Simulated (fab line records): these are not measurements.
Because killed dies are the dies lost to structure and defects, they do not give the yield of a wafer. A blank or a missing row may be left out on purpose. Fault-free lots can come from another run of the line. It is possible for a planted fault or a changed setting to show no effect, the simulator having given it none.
fab line records	flow n5_finfet
record: lots: 6	wafers: 18	last_day: 16
route steps=1938 shown BEOL_M4@1105 BEOL_M5@1112 PASSIVATION@1936
lots with no fault: from the same line, run without faults
start_h: hours from the record's opening day to when the first of the lot's shown wafers began	wait_h: time in hours since the lot's previous step	" unchanged from the row above	L1.1+2: a single row standing in for several wafers	- value missing, or start not given	* or withheld: withheld	< > ~ a bound
route shown NAME@n: names a module that has steps shown in the file, with the first one's number in the route	usual: mean/standard deviation of fault-free wafers	same: alike in all rows	chamber/n: place in a boat	sites: the reading at each site	_std_site: how widely they spread, as a standard deviation	_edge_site: the outer-site mean with the inner-site mean subtracted	radius_mm: how far each site lies from the wafer's centre	mask NAME#n: copy n	behind: the tool/chamber that last shaped the wafer	hold: the reason the lot was held/the length of the hold in hours/how it ended	device: names the non-switching transistor (n, p or np)	end of line: the tests these same wafers got at the end of their route	a step given without rows: its recipe and nothing more	killed: not the wafer's yield, but the dies lost to structure and defects at the first sort	map: the dies of a wafer, with x for killed, . for not killed, _ for no die there
set.NAME: the setting that was run; set.NAME@STEP: the one run at that earlier step	model.NAME: the simulator's own value behind a step, which no gauge read
lots at some steps of the route; a table a step, a row a wafer
services: the hour from which a tool's chamber was out of use, counted from the record's first day as start_h (under 0 if before that day), plus the number of hours and why
== steps ==
step: N5_BEOL_M4_PRE_CLEAN_60
recipe: gas: NH3/H2	time_s: 15	temp_c: *	rf_power_w: 300
usual: heater_power_w: 85/15	rf_fwd_power_W: 296.6/1.1
lot.wafer	tool	chamber	start_h	wait_h	heater_power_w	rf_fwd_power_W
L201.1	cvd_co-01	1	174.10	0.0	116	297.6
L201.2	"	2	"	"	82	297.3
L201.4	"	0	"	"	76	293.1
L202.2	cvd_co-01	2	176.43	0.1	84	298.1
L202.4	"	1	"	"	115	298.1
L202.6	"	0	"	"	77	294.8
L214.4	cvd_co-02	0	245.96	0.1	75	297.3
L214.5	"	2	"	"	73	295.9
L214.6	"	1	"	"	102	296.4
L217.1	cvd_co-02	0	275.84	0.0	73	294.5
L217.2	"	1	"	"	105	296.6
L217.4	"	1	"	"	103	296.9
L216.3	cvd_co-02	0	276.55	0.2	74	296.9
L216.4	"	1	"	"	105	297.2
L216.6	"	0	"	"	72	297.2
L220.2	cvd_co-02	0	290.23	0.4	70	295.4
L220.5	"	1	"	"	104	297.6
L220.6	"	0	"	"	73	296.2
step: N5_BEOL_M4_CO_CAP_55
recipe: material: Co	target_thk_a: 20	temp_c: 200	precursor: CCTBA/H2	pressure_torr: 30	time_s: 102.1
step: N5_BEOL_M4_PRE_CLEAN_56
recipe: gas: NH3	time_s: 15	temp_c: withheld	rf_power_w: 300
step: N5_BEOL_M4_DEP_57
recipe: material: SiCN	target_thk_a: 80	temp_c: withheld	precursor: 3MS/NH3	pressure_torr: 3	rf_w: 202	time_s: 14
usual: chamber_pressure_Torr: 2.999/0.0058	rf_fwd_power_W: 199.4/0.96	showerhead_plenum_p_Torr: 3.669/0.015	throttle_valve_pct: 9.2/0.46
lot.wafer	tool	chamber	start_h	wait_h	chamber_pressure_Torr	rf_fwd_power_W	showerhead_plenum_p_Torr	throttle_valve_pct
L201.1	pecvd-02	1	174.25	0.0	2.997	199.6	3.665	9.2
L201.2	"	2	"	"	2.997	199.8	3.673	8.1
L201.4	"	0	"	"	3.001	199.7	3.654	9.1
L202.2	pecvd-02	2	176.58	0.0	2.989	199.3	3.653	8.4
L202.4	"	2	"	"	2.991	199.7	3.663	8.4
L202.6	"	0	"	"	3.001	199.7	3.660	9.1
L214.4	pecvd-01	1	246.11	0.0	2.999	200.0	3.647	9.8
L214.5	"	0	"	"	3.002	201.2	3.693	9.8
L214.6	"	2	"	"	3.003	199.4	3.693	8.5
L217.1	pecvd-01	1	275.99	0.0	2.992	200.1	3.635	9.5
L217.2	"	2	"	"	2.993	200.4	3.677	8.4
L217.4	"	0	"	"	2.998	200.9	3.692	9.9
L216.3	pecvd-03	1	276.71	0.0	2.999	199.1	3.698	9.5
L216.4	"	0	"	"	3.009	197.4	3.663	9.4
L216.6	"	2	"	"	3.005	197.9	3.660	9.0
L220.2	pecvd-03	1	290.39	0.0	3.013	199.9	3.682	9.4
L220.5	"	2	"	"	3.003	197.6	3.668	9.1
L220.6	"	1	"	"	3.005	200.8	3.686	9.3
step: N5_BEOL_M4_RS_MEAS_58
recipe: thk_meas_gauge: four-point-probe	reads: Co_of_BEOL_M4_CO_CAP_55+Cu_of_BEOL_M4_ECD_50+Co_of_BEOL_M4_CVD_47+TaN_of_BEOL_M4_ALD_84
usual: M4_RS: 0.68/0.044
lot.wafer	tool	chamber	start_h	wait_h	M4_RS[ohm/sq]
L201.1	film_metro-02	-	174.32	0.0	0.63
L201.2	"	-	"	"	0.60
L201.4	"	-	"	"	0.75
L202.2	film_metro-02	-	176.65	0.1	0.67
L202.4	"	-	"	"	0.72
L202.6	"	-	"	"	0.72
L214.4	film_metro-01	-	246.17	0.0	0.66
L214.5	"	-	"	"	0.68
L214.6	"	-	"	"	0.73
L217.1	film_metro-01	-	276.06	0.0	0.69
L217.2	"	-	"	"	0.71
L217.4	"	-	"	"	0.69
L216.3	film_metro-02	-	276.77	0.1	0.71
L216.4	"	-	"	"	0.70
L216.6	"	-	"	"	0.70
L220.2	film_metro-01	-	290.46	0.1	0.72
L220.5	"	-	"	"	0.69
L220.6	"	-	"	"	0.69
step: N5_BEOL_M4_INSPECT_59
recipe: inspect_instrument: darkfield	mode: post_dep
usual: raw_defect_count: 73/24
lot.wafer	tool	chamber	start_h	wait_h	raw_defect_count
L201.1	defect_inspect-01	-	174.35	0.0	60
L201.2	"	-	"	"	61
L201.4	"	-	"	"	76
L202.2	defect_inspect-02	-	176.68	0.0	69
L202.4	"	-	"	"	91
L202.6	"	-	"	"	53
L214.4	defect_inspect-01	-	246.19	0.0	101
L214.5	"	-	"	"	101
L214.6	"	-	"	"	69
L217.1	defect_inspect-01	-	276.09	0.0	52
L217.2	"	-	"	"	42
L217.4	"	-	"	"	59
L216.3	defect_inspect-02	-	276.80	0.0	85
L216.4	"	-	"	"	56
L216.6	"	-	"	"	85
L220.2	defect_inspect-01	-	290.48	0.0	83
L220.5	"	-	"	"	66
L220.6	"	-	"	"	116
step: N5_BEOL_M4_RC_MEAS_101
usual: DIBL_N: 36.2/2.2	DIBL_P: 36.1/2.8	IOFF_N: 0.16/0.041	IOFF_P: 0.21/0.047	ION_N: 676/16	ION_P: 463/11	SS_N: 71.6/0.78	SS_P: 73.3/0.86	VT_N: 249/3.8	VT_P: -251/3.9
lot.wafer	tool	chamber	start_h	wait_h	DIBL_N[mV/V]	DIBL_P[mV/V]	IOFF_N[nA/um]	IOFF_P[nA/um]	ION_N[uA/um]	ION_P[uA/um]	SS_N[mV/dec]	SS_P[mV/dec]	VT_N[mV]	VT_P[mV]
L201.1	prober-02	0	174.37	0.0	34.4	33.3	0.13	0.16	668	445	71.2	72.7	251	-255
L201.2	"	0	"	"	36.0	35.0	0.17	0.20	688	470	70.6	72.9	245	-247
L201.4	"	0	"	"	35.2	33.0	0.14	0.16	684	464	70.9	72.0	250	-251
L202.2	prober-02	0	176.86	0.2	37.5	37.6	0.16	0.22	667	464	71.9	73.3	252	-248
L202.4	"	0	"	"	33.1	33.3	0.10	0.16	667	465	70.5	72.6	257	-250
L202.6	"	0	"	"	36.9	37.3	0.16	0.22	674	465	71.3	73.3	250	-250
L214.4	prober-01	0	246.68	0.5	33.6	33.9	0.12	0.17	652	455	70.9	72.7	253	-253
L214.5	"	0	"	"	34.9	34.7	0.14	0.18	670	461	71.4	72.9	250	-253
L214.6	"	0	"	"	36.7	36.1	0.17	0.20	668	455	71.7	73.5	251	-253
L217.1	prober-01	0	276.11	0.0	36.0	35.4	0.13	0.18	653	449	70.8	72.7	253	-254
L217.2	"	0	"	"	37.9	38.8	0.20	0.23	711	478	71.2	73.6	244	-251
L217.4	"	0	"	"	36.3	35.2	0.15	0.17	666	449	70.9	73.5	249	-256
L216.3	prober-02	0	277.14	0.3	35.9	34.9	0.15	0.20	684	466	71.3	73.3	251	-252
L216.4	"	0	"	"	37.8	39.2	0.21	0.27	709	477	71.9	74.1	244	-248
L216.6	"	0	"	"	31.9	29.3	0.09	0.12	648	448	70.7	72.0	260	-259
L220.2	prober-02	0	290.66	0.2	37.3	35.4	0.15	0.15	685	456	71.9	73.1	250	-261
L220.5	"	0	"	"	34.0	31.9	0.10	0.11	650	445	71.0	72.0	254	-261
L220.6	"	0	"	"	38.6	37.8	0.17	0.18	672	458	72.5	73.3	248	-257
step: N5_BEOL_M5_ILD_DEP_00
recipe: material: SiCOH_lowk	target_thk_a: 1406.4	temp_c: 300	precursor: DEMS/porogen	pressure_torr: 5	rf_w: 500	time_s: 25.9
usual: chamber_pressure_Torr: 4.999/0.01	heater_power_w: 324/55	rf_fwd_power_W: 494.5/2.1	showerhead_plenum_p_Torr: 5.739/0.017	throttle_valve_pct: 13.8/0.86
lot.wafer	tool	chamber	start_h	wait_h	chamber_pressure_Torr	heater_power_w	rf_fwd_power_W	showerhead_plenum_p_Torr	throttle_valve_pct
L201.1	pecvd-04	1	175.33	0.8	5.010	380	495.2	5.711	12.5
L201.2	"	0	"	"	4.985	266	493.1	5.748	14.3
L201.4	"	2	"	"	4.991	396	493.6	5.747	13.9
L202.2	pecvd-01	2	177.67	0.7	5.007	279	496.8	5.743	12.7
L202.4	"	1	"	"	5.007	281	494.6	5.715	14.8
L202.6	"	2	"	"	4.999	288	496.4	5.757	12.9
L214.4	pecvd-02	2	247.21	0.4	5.020	235	491.6	5.734	13.1
L214.5	"	2	"	"	5.010	232	490.9	5.746	12.9
L214.6	"	0	"	"	5.008	383	497.5	5.745	13.9
L217.1	pecvd-04	1	277.07	0.8	4.994	409	491.6	5.713	12.4
L217.2	"	0	"	"	4.999	297	493.3	5.742	14.4
L217.4	"	0	"	"	4.985	303	491.5	5.758	14.4
L216.3	pecvd-02	2	277.79	0.5	4.995	222	495.8	5.744	13.2
L216.4	"	1	"	"	4.999	292	495.2	5.728	14.7
L216.6	"	2	"	"	5.001	231	496.0	5.742	13.1
L220.2	pecvd-01	0	291.47	0.7	5.007	339	497.0	5.773	14.8
L220.5	"	0	"	"	5.002	338	495.7	5.764	14.4
L220.6	"	1	"	"	4.995	261	494.0	5.715	14.7
step: N5_BEOL_M5_CURE_79
recipe: temp_c: 385	time_s: 240	ambient: He/Ar	material: SiCOH_lowk
usual: lamp_power_pct: 52.31/0.06	wafer_temp_C_max: 386.9/0.77
lot.wafer	tool	chamber	start_h	wait_h	lamp_power_pct	wafer_temp_C_max
L201.1	uv_cure-02	2	175.39	0.0	52.25	388.1
L201.2	"	2	"	"	52.25	388.0
L201.4	"	2	"	"	52.33	387.8
L202.2	uv_cure-02	0	177.81	0.1	52.28	387.0
L202.4	"	0	"	"	52.35	386.7
L202.6	"	0	"	"	52.27	387.4
L214.4	uv_cure-01	2	247.51	0.3	52.26	387.3
L214.5	"	2	"	"	52.32	386.4
L214.6	"	2	"	"	52.32	385.9
L217.1	uv_cure-03	2	277.13	0.0	52.31	386.4
L217.2	"	2	"	"	52.31	386.4
L217.4	"	2	"	"	52.27	387.0
L216.3	uv_cure-02	2	278.02	0.2	52.35	388.4
L216.4	"	2	"	"	52.30	387.9
L216.6	"	2	"	"	52.37	387.9
L220.2	uv_cure-03	0	291.61	0.1	52.37	387.1
L220.5	"	0	"	"	52.26	387.0
L220.6	"	0	"	"	52.33	386.2
step: N5_BEOL_M5_THK_MEAS_01
recipe: reads: SiCOH_lowk_of_BEOL_M5_ILD_DEP_00
usual: M5_ILD_THK: 120.2/1.7
lot.wafer	tool	chamber	start_h	wait_h	M5_ILD_THK[nm]
L201.1	film_metro-02	-	175.91	0.4	119.4
L201.2	"	-	"	"	115.3
L201.4	"	-	"	"	121.2
L202.2	film_metro-01	-	178.24	0.4	118.2
L202.4	"	-	"	"	120.6
L202.6	"	-	"	"	121.6
L214.4	film_metro-02	-	247.78	0.2	121.6
L214.5	"	-	"	"	122.1
L214.6	"	-	"	"	122.5
L217.1	film_metro-01	-	278.13	0.8	119.2
L217.2	"	-	"	"	117.4
L217.4	"	-	"	"	121.1
L216.3	film_metro-02	-	278.37	0.3	120.7
L216.4	"	-	"	"	122.3
L216.6	"	-	"	"	122.6
L220.2	film_metro-01	-	292.04	0.4	117.6
L220.5	"	-	"	"	118.2
L220.6	"	-	"	"	120.3
step: N5_BEOL_M5_PECVD_70
recipe: material: SiO2	target_thk_a: 160	temp_c: 400	precursor: TEOS/O2	pressure_torr: 5.5	rf_w: 450	teos_flow_sccm: 53.8	gas: O2	flow_sccm: 3000	time_s: 18
step: N5_BEOL_M5_HM_DEP_02
recipe: material: TiN	target_thk_a: 200	temp_c: 25	chamber_pressure_pa: 0.49996
usual: substrate_temp_c: 25.01/0.099	throttle_valve_pct: 29.6/1.3
lot.wafer	tool	chamber	start_h	wait_h	substrate_temp_c	throttle_valve_pct
L201.1	pvd_sputter-03	-	176.14	0.2	24.91	29.3
L201.2	"	-	"	"	25.24	28.8
L201.4	"	-	"	"	25.14	32.0
L202.2	pvd_sputter-02	-	179.23	0.9	25.16	28.7
L202.4	"	-	"	"	25.04	30.7
L202.6	"	-	"	"	24.96	30.7
L214.4	pvd_sputter-02	-	248.74	0.9	25.00	29.0
L214.5	"	-	"	"	24.90	28.8
L214.6	"	-	"	"	24.84	28.5
L217.1	pvd_sputter-02	-	278.95	0.8	25.09	29.0
L217.2	"	-	"	"	24.99	30.9
L217.4	"	-	"	"	24.89	28.3
L216.3	pvd_sputter-03	-	279.03	0.6	25.00	32.1
L216.4	"	-	"	"	25.22	31.6
L216.6	"	-	"	"	25.00	32.1
L220.2	pvd_sputter-03	-	292.92	0.8	24.99	29.1
L220.5	"	-	"	"	25.02	28.8
L220.6	"	-	"	"	25.15	31.6
step: N5_BEOL_M5_COAT_59
recipe: resist: SOC	temp_c: 250	time_s: 60	spin_rpm: 1500	resist_thk_nm: 60
usual: heater_power_total_W: 500.5/1.7	plate_temp_C: 249.99/0.18
lot.wafer	tool	chamber	start_h	wait_h	heater_power_total_W	plate_temp_C
L201.1	litho_track-02	0	176.26	0.1	500.2	250.07
L201.2	"	0	"	"	500.5	249.78
L201.4	"	0	"	"	497.7	249.93
L202.2	litho_track-01	0	179.36	0.1	498.8	250.06
L202.4	"	0	"	"	497.2	249.55
L202.6	"	0	"	"	501.8	249.75
L214.4	litho_track-01	0	248.86	0.1	518.9	256.95
L214.5	"	0	"	"	519.0	256.93
L214.6	"	0	"	"	519.7	256.89
L217.1	litho_track-02	0	279.08	0.1	499.9	249.75
L217.2	"	0	"	"	499.7	250.03
L217.4	"	0	"	"	499.8	249.94
L216.3	litho_track-01	0	279.16	0.1	514.3	256.32
L216.4	"	0	"	"	513.9	256.59
L216.6	"	0	"	"	519.0	256.73
L220.2	litho_track-02	0	293.05	0.1	501.5	249.90
L220.5	"	0	"	"	502.1	249.87
L220.6	"	0	"	"	500.0	250.16
step: N5_BEOL_M5_COAT_60
recipe: resist: SiARC	temp_c: 220	time_s: 60	spin_rpm: 1500	resist_thk_nm: 12
step: N5_PASSIVATION_PROBE_49
usual: defect_limited_yield: 91.4/1.4	killed_at_M0_to_M3: 33/10	killed_at_M4_up: 14/6.1	killed_at_contacts: 14/6.1	killed_at_front_end: 38/9.7	killed_at_other: 3.1/2.9	killed_dies: 102/17	killed_open: 67/13	killed_short: 32/8	sort_bin_5_function: 5.1/0.94	sort_bin_6_memory: 3.2/0.68	sort_bin_8_speed: 0.02/0.17	sort_n_pass: 1078/17	sort_yield_pct: 91.3/1.5
same: gross_dies: 1180	killed_at_back_side: 0	sort_bin_4_leakage[%]: 0
lot.wafer	tool	chamber	start_h	wait_h	defect_limited_yield[%]	killed_at_M0_to_M3	killed_at_M4_up	killed_at_contacts	killed_at_front_end	killed_at_other	killed_dies	killed_open	killed_short	sort_bin_5_function[%]	sort_bin_6_memory[%]	sort_bin_8_speed[%]	sort_n_pass	sort_yield_pct[%]
L201.1	prober-02	-	271.62	0.0	89.7	42	6	18	40	15	121	77	38	6.6	2.8	0	1059	89.7
L201.2	prober-02	-	271.67	0.1	90.1	32	7	23	45	10	117	84	28	4.9	4.0	0	1063	90.1
L201.4	prober-02	-	271.77	0.2	88.5	42	28	20	44	2	136	92	39	7.6	3.6	0	1044	88.5
L202.2	prober-01	-	282.18	0.1	93.8	20	10	10	28	5	73	48	25	4.1	2.0	0	1107	93.8
L202.4	prober-01	-	282.28	0.2	93.7	29	9	13	22	1	74	53	18	3.3	2.7	0	1106	93.7
L202.6	prober-01	-	282.38	0.3	91.1	18	21	18	37	11	105	65	40	5.7	2.9	0	1075	91.1
L214.4	prober-02	-	373.17	0.2	92.1	25	14	17	33	4	93	55	30	4.0	2.9	0	1087	92.1
L214.5	prober-02	-	373.22	0.2	92.8	40	12	8	23	2	85	54	25	3.8	2.5	0	1095	92.8
L214.6	prober-02	-	373.27	0.3	91.1	63	7	10	24	1	105	62	43	5.1	3.4	0	1075	91.1
L216.3	prober-02	-	376.82	0.1	91.3	47	7	8	36	5	103	64	28	5.4	2.4	0	1077	91.3
L216.4	prober-02	-	376.87	0.2	90.9	38	14	9	39	7	107	66	41	5.4	3.0	0	1073	90.9
L216.6	prober-02	-	376.97	0.3	90.5	48	17	5	39	3	112	67	42	5.0	4.1	0.08	1067	90.4
L217.1	prober-02	-	390.20	0.0	92.0	27	26	5	32	4	94	63	28	4.7	2.8	0	1086	92.0
L217.2	prober-02	-	390.25	0.1	92.3	35	21	5	28	2	91	58	32	4.4	3.1	0	1089	92.3
L217.4	prober-02	-	390.35	0.2	93.6	21	15	5	33	2	76	50	24	4.2	2.2	0	1104	93.6
L220.2	prober-01	-	395.55	0.1	90.6	34	8	20	42	7	111	76	29	5.5	3.9	0	1069	90.6
L220.5	prober-01	-	395.70	0.2	92.5	38	11	10	26	3	88	56	29	4.0	2.8	0.08	1091	92.5
L220.6	prober-01	-	395.75	0.3	91.5	37	16	5	39	3	100	58	32	4.9	3.2	0	1080	91.5
killed by level:class
L201.1 MOL_CONTACT_COAG:geometric_particle:open=16 BEOL_M3:geometric_particle:open=12 STI_FIN_REVEAL:geometric_particle:open=9 MIM_TOP:geometric_particle:open=9 BEOL_M0:geometric_particle:open=8 BEOL_M0_SAQP:geometric_particle:short=7 HKMG_FIN:area_etch=6 FIN_SAQP:geometric_particle:open=5
L201.2 MOL_CONTACT_COAG:geometric_particle:open=20 BEOL_M0_SAQP:geometric_particle:short=11 STI_FIN_REVEAL:geometric_particle:open=9 FIN_SAQP:geometric_particle:open=7 BEOL_M0_SAQP:geometric_particle:open=7 BEOL_M0:geometric_particle:open=7 ILD0:geometric_particle:open=5 HKMG_FIN:area_etch=5
L201.4 MOL_CONTACT_COAG:geometric_particle:open=17 BEOL_M4:geometric_particle:open=14 BEOL_M0_SAQP:geometric_particle:short=13 STI_FIN_REVEAL:geometric_particle:open=9 BEOL_M0_SAQP:geometric_particle:open=9 FIN_SAQP:geometric_particle:open=8 BEOL_M4:geometric_particle:short=6 BEOL_M3:geometric_particle:open=6
L202.2 MOL_CONTACT_COAG:geometric_particle:open=10 FIN_SAQP:geometric_particle:short=8 BEOL_M4:geometric_particle:open=7 BEOL_M0_SAQP:geometric_particle:open=6 DUMMY_GATE:geometric_particle:open=5 GATE_CUT:geometric_particle:open=4 BEOL_M0_SAQP:geometric_particle:short=4 FIN_SAQP:geometric_particle:open=3
L202.4 BEOL_M2:geometric_particle:open=14 MOL_CONTACT_COAG:geometric_particle:open=11 DUMMY_GATE:geometric_particle:open=5 BEOL_M0_SAQP:geometric_particle:open=4 BEOL_M3:geometric_particle:open=4 BEOL_M4:geometric_particle:open=4 FIN_SAQP:geometric_particle:short=3 DUMMY_GATE:geometric_particle:short=2
L202.6 MOL_CONTACT_COAG:geometric_particle:open=15 FIN_SAQP:geometric_particle:short=10 FIN_SAQP:geometric_particle:open=8 BEOL_M4:geometric_particle:open=6 BEOL_M4:geometric_particle:short=5 BEOL_M0_SAQP:geometric_particle:open=5 BEOL_M3:geometric_particle:open=5 STI_FIN_REVEAL:geometric_particle:short=4
L214.4 MOL_CONTACT_COAG:geometric_particle:open=14 BEOL_M4:geometric_particle:open=9 HKMG_FIN:area_etch=7 BEOL_M3:geometric_particle:open=6 STARTING-WAFER:geometric_particle:short=5 FIN_SAQP:geometric_particle:open=4 BEOL_M0_SAQP:geometric_particle:short=4 BEOL_M1:geometric_particle:open=4
L214.5 BEOL_M2:geometric_particle:open=13 BEOL_M0_SAQP:geometric_particle:short=7 MOL_CONTACT_COAG:geometric_particle:open=6 BEOL_M0_SAQP:geometric_particle:open=6 HKMG_FIN:area_etch=5 BEOL_M2:geometric_particle:short=4 BEOL_M6:geometric_particle:open=4 DUMMY_GATE:geometric_particle:open=3
L214.6 BEOL_M0_SAQP:geometric_particle:open=27 BEOL_M0_SAQP:geometric_particle:short=17 MOL_CONTACT_COAG:geometric_particle:open=8 BEOL_M1:geometric_particle:open=6 BEOL_M2:geometric_particle:open=6 FIN_SAQP:geometric_particle:open=4 BEOL_M3:geometric_particle:short=4 STARTING-WAFER:geometric_particle:short=4
L216.3 BEOL_M2:geometric_particle:open=13 FIN_SAQP:geometric_particle:short=11 BEOL_M0_SAQP:geometric_particle:open=10 HKMG_FIN:area_etch=8 MOL_CONTACT_COAG:geometric_particle:open=7 BEOL_M3:geometric_particle:open=6 FIN_SAQP:geometric_particle:open=5 BEOL_M0_SAQP:geometric_particle:short=5
L216.4 BEOL_M0_SAQP:geometric_particle:short=14 FIN_SAQP:geometric_particle:short=8 BEOL_M3:geometric_particle:open=8 FIN_SAQP:geometric_particle:open=7 MOL_CONTACT_COAG:geometric_particle:open=7 BEOL_M2:geometric_particle:open=6 DUMMY_GATE:geometric_particle:open=5 BEOL_M4:geometric_particle:short=4
L216.6 BEOL_M0_SAQP:geometric_particle:open=14 BEOL_M2:geometric_particle:open=10 BEOL_M0_SAQP:geometric_particle:short=9 FIN_SAQP:geometric_particle:short=8 BEOL_M1:geometric_particle:open=6 BEOL_M4:geometric_particle:open=6 GATE_CUT:geometric_particle:short=5 FIN_SAQP:geometric_particle:open=4
L217.1 DUMMY_GATE:geometric_particle:open=10 BEOL_M4:geometric_particle:open=10 BEOL_M0_SAQP:geometric_particle:open=7 BEOL_M3:geometric_particle:open=5 BEOL_M3:geometric_particle:short=5 BEOL_M8:geometric_particle:open=5 GATE_CUT:geometric_particle:short=4 MOL_CONTACT_COAG:geometric_particle:open=4
L217.2 BEOL_M4:geometric_particle:open=10 BEOL_M0_SAQP:geometric_particle:short=7 BEOL_M3:geometric_particle:open=7 BEOL_M0_SAQP:geometric_particle:open=6 FIN_SAQP:geometric_particle:short=5 BEOL_M4:geometric_particle:short=5 STI_FIN_REVEAL:geometric_particle:open=4 MOL_CONTACT_COAG:geometric_particle:open=4
L217.4 DUMMY_GATE:geometric_particle:open=9 FIN_SAQP:geometric_particle:short=8 BEOL_M0_SAQP:geometric_particle:short=6 MOL_CONTACT_COAG:geometric_particle:open=5 BEOL_M0_SAQP:geometric_particle:open=5 BEOL_M0:geometric_particle:open=4 BEOL_M4:geometric_particle:open=4 BEOL_M5:geometric_particle:open=4
L220.2 MOL_CONTACT_COAG:geometric_particle:open=16 STI_FIN_REVEAL:geometric_particle:open=11 BEOL_M3:geometric_particle:open=8 BEOL_M4:geometric_particle:open=6 DUMMY_GATE:geometric_particle:open=6 BEOL_M1:geometric_particle:open=6 BEOL_M0:geometric_particle:open=6 FIN_CUT:area_etch=6
L220.5 BEOL_M1:geometric_particle:open=10 BEOL_M3:geometric_particle:open=9 MOL_CONTACT_COAG:geometric_particle:open=6 BEOL_M0_SAQP:geometric_particle:short=5 MOL_CONTACT_COAG:geometric_particle:short=4 BEOL_M4:geometric_particle:open=4 FIN_SAQP:geometric_particle:open=3 FIN_SAQP:geometric_particle:short=3
L220.6 FIN_SAQP:geometric_particle:short=9 BEOL_M0_SAQP:geometric_particle:open=9 FIN_CUT:area_etch=9 BEOL_M2:geometric_particle:open=8 BEOL_M4:geometric_particle:open=8 BEOL_M0_SAQP:geometric_particle:short=7 BEOL_M3:geometric_particle:short=6 STI_FIN_REVEAL:geometric_particle:open=5
== services ==
tool	chamber	start_h	hours	kind
uv_cure-02	-	151.62	1.5	repair
pecvd-01	-	157.44	1.0	repair
pecvd-01	1	160.11	2.1	scheduled_down
uv_cure-03	-	166.10	4.1	repair
cvd_co-01	-	171.50	0.3	repair
uv_cure-02	-	171.80	0.8	repair
pecvd-03	-	181.97	1.2	repair
uv_cure-03	-	184.41	4.4	repair
pecvd-04	0	190.99	5.5	scheduled_down
cvd_co-01	-	193.43	6.9	pm
uv_cure-02	-	194.44	1.2	repair
pecvd-03	0	195.99	6.7	repair
pecvd-04	2	196.45	5.5	scheduled_down
pecvd-02	1	196.85	5.5	scheduled_down
pecvd-03	2	202.68	-	clean
pecvd-02	0	203.08	10.7	repair
pecvd-01	-	203.62	2.8	pm
uv_cure-03	-	218.38	2.8	pm
pecvd-02	-	221.51	0.5	repair
uv_cure-01	-	232.18	6.0	pm
pecvd-04	-	242.81	2.6	repair
pecvd-01	-	251.47	0.4	repair
cvd_co-01	-	281.38	14.6	pm
pecvd-02	2	288.92	5.5	scheduled_down
== key ==
first_sign: step: N5_BEOL_M5_COAT_59	reading: plate_temp_C	direction: up	sigmas: 38	usual: *	struck: *
effect: step: N5_BEOL_M5_COAT_59	reading: heater_power_total_W	direction: up	sigmas: 10	usual: *	struck: *
met_at N5_BEOL_M5_COAT_59
struck_wafers L214.4,L214.5,L214.6,L216.3,L216.4,L216.6
onset_between 179.36 248.86
fault: kind: process_parameter_drift	tool: litho_track-01	chamber: -	onset_h: 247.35	steps: N5_BEOL_M5_COAT_59	channel: temp_c	offset: *	shape: step	end_h: 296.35	acts_in: *	stated: *
